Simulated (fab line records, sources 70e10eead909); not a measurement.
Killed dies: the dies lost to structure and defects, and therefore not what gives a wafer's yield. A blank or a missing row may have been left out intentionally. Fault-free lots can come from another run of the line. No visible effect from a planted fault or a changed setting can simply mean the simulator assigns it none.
Which of the tools did it?	flow nand-harc	11 lots, 33 wafers sampled, at 2 steps of a route of 1159

## WHAT EACH GAUGE READ, for each wafer
NHARC_THIN_TSV_CD_MEAS_33: the cd target is 5000 nm.
lot	measured	on	cd-nm (nm)
L348	day 19 11:25	cd-sem-01	4997.0 4995.6 4999.1
L350	day 19 13:34	cd-sem-01	5002.4 5000.9 5000.8
L349	day 19 12:19	cd-sem-02	5001.7 4999.3 5000.8
L351	day 19 22:25	cd-sem-02	4999.3 4997.5 4998.7
L353	day 19 23:19	cd-sem-01	4996.4 4999.3 4999.6
L352	day 20 10:53	cd-sem-01	5002.8 5002.5 5000.4
L356	day 20 18:13	cd-sem-01	4996.4 4999.8 5000.6
L355	day 20 19:02	cd-sem-03	5002.3 5001.5 5002.2
L354	day 20 23:08	cd-sem-02	4997.4 5000.7 4997.7
L366	day 23 02:22	cd-sem-02	5001.1 4999.1 4999.7
L367	day 23 10:54	cd-sem-01	4998.6 5000.4 5003.8

## WHICH TOOL RAN EACH LOT (tool, then ch and the chambers of the sampled wafers, then the start)
lot	NHARC_A_CONTACT_STRIP_55
L348	rie-diel-13 ch 0,2,3, day 16 13:07
L350	rie-diel-01 ch 1,3, day 16 22:07
L349	rie-diel-04 ch 0,1,2, day 17 01:08
L351	rie-diel-01 ch 1,2,3, day 17 17:29
L353	rie-diel-01 ch 1,2,3, day 17 19:55
L352	rie-diel-01 ch 1,2,3, day 17 22:11
L356	rie-diel-01 ch 0,1, day 18 11:25
L355	rie-diel-04 ch 0,1, day 18 14:59
L354	rie-diel-01 ch 0,1,3, day 18 18:01
L366	rie-diel-01 ch 0,2,3, day 20 17:08
L367	rie-diel-04 ch 0,1, day 21 05:09
- NHARC_A_CONTACT_STRIP_55: strips in O2.

## THE ANSWER, worked out from the rows above alone
Rule: the usual values come from the lots themselves. The widest of any qualifying gaps counts: lots, ordered by their means at a reading, are off when they make up no more than a third of the lots, leave a main group of 4 or more, and stand apart from it by 3 or more times the standard deviation of that group's means. If all means in a main group match to the digits the tables above print for the reading, that group is not used. A lot without any number at a reading at which 4 lots or more have one is off too. All remaining lots with rows at the step are treated as sound.
Across all readings shown, no lot is off: no conclusion can be drawn from this.

## WHAT THE SIMULATOR PUT IN
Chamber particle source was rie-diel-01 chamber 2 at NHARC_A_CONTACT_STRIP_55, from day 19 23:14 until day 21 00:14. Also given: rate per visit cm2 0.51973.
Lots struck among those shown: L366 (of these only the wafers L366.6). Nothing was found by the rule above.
